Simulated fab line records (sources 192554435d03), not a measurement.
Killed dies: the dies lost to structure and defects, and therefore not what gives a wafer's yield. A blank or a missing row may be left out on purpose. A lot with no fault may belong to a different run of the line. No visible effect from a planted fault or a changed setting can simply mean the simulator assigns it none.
Matching of chambers -- flow n5Finfet -- N5_BEOL_M1_PECVD_72 on pecvd-04 has 3 sister chambers
The step deposits SiO2 from TEOS/O2, target thk 16 nm, time 18 s. 3 wafers are shown with their chamber, then 12 later ones without.

== WAFERS, EACH WITH ITS CHAMBER ==
wafer,chamber,throttleValvePct (%)
L074.3,0,21.1
L088.4,1,23.5
L088.6,2,21.1

== WAFERS WHOSE CHAMBER IS MISSING ==
wafer,throttleValvePct (%)
L089.2,23.2
L089.5,21.1
L089.6,23.6
L091.2,23.3
L091.5,23.4
L091.6,21.2
L094.2,21.2
L094.4,21.1
L094.5,21.3
L097.4,21.4
L097.5,21.2
L097.6,21.1

== EACH ONE'S CHAMBER ==
wafer,from the rows above,in truth
L089.2,1,1
L089.5,can't be placed: 0 or 2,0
L089.6,1,1
L091.2,1,1
L091.5,1,1
L091.6,can't be placed: 0 or 2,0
L094.2,can't be placed: 0 or 2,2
L094.4,can't be placed: 0 or 2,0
L094.5,can't be placed: 0 or 2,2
L097.4,can't be placed: 0 or 2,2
L097.5,can't be placed: 0 or 2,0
L097.6,can't be placed: 0 or 2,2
Correctly placed: 4 of 12. Cannot be placed on the basis of these rows: 8; the candidates contain the true chamber in 8. Number placed wrongly: 0.
How it was worked out, from the rows above alone: a wafer's distance from a chamber is the root of the sum, over the readings, of the square of ((its reading less the chamber's mean) divided by the reading's scatter). The wafer belongs to the nearest chamber; if the next one is less than 2 further off, it can't be placed. For every chamber, the mean is computed from those of its wafers that are shown. The scatter: with one shown wafer a chamber, the root of the mean of the squares of how far each hidden wafer lies from its nearest shown one.
